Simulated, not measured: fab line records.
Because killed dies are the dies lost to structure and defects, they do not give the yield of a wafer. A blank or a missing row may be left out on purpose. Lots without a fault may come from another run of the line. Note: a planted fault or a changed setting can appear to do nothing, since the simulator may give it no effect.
Chamber matching | flow n5-finfet | 4 sister chambers for N5_BEOL_M11_DESCUM_33 on rie-diel-05
The step chemistry O2, time 7.9 s. 7 wafers are shown with their chamber, then 10 later ones without.

## WAFERS, EACH WITH ITS CHAMBER
wafer  | chamber | drypump-motor-current-A (A) | throttle-valve-pct (%)
L083.1 | 1       | 6.0                         | 20.41
L083.4 | 2       | 6.2                         | 20.68
L085.6 | 3       | 6.7                         | 20.43
L086.2 | 2       | 6.3                         | 20.68
L086.4 | 3       | 6.8                         | 20.48
L087.2 | 0       | 4.7                         | 20.21
L087.5 | 0       | 4.7                         | 20.21

## WAFERS WHOSE CHAMBER IS MISSING
wafer  | drypump-motor-current-A (A) | throttle-valve-pct (%)
L087.6 | 6.8                         | 20.44
L091.4 | 4.7                         | 20.22
L091.5 | 6.8                         | 20.46
L091.6 | 4.7                         | 20.22
L095.1 | 6.8                         | 20.48
L095.3 | 4.8                         | 20.23
L095.4 | 6.2                         | 20.70
L094.2 | 4.7                         | 20.25
L094.3 | 6.7                         | 20.48
L094.4 | 6.0                         | 20.43

## EACH ONE'S CHAMBER
wafer  | from the rows above | in truth
L087.6 | 3                   | 3
L091.4 | 0                   | 0
L091.5 | 3                   | 3
L091.6 | 0                   | 0
L095.1 | 3                   | 3
L095.3 | 0                   | 0
L095.4 | 2                   | 2
L094.2 | 0                   | 0
L094.3 | 3                   | 3
L094.4 | 1                   | 1
Correctly placed: 10 of 10. Can't be placed from these rows: 0. Placed wrongly: 0.
How it was worked out, from the rows above alone: a wafer's distance from a chamber is the root of the sum, over the readings, of the square of ((its reading less the chamber's mean) divided by the reading's scatter). If the next closest chamber is less than 2 further off than the closest, the wafer can't be placed; otherwise it belongs to the closest. Each chamber's mean is taken over the wafers shown for it. How the scatter is found: for the shown wafers, subtract from each reading the mean of its chamber, square and add these, divide the total by (wafers less chambers), then take the root.
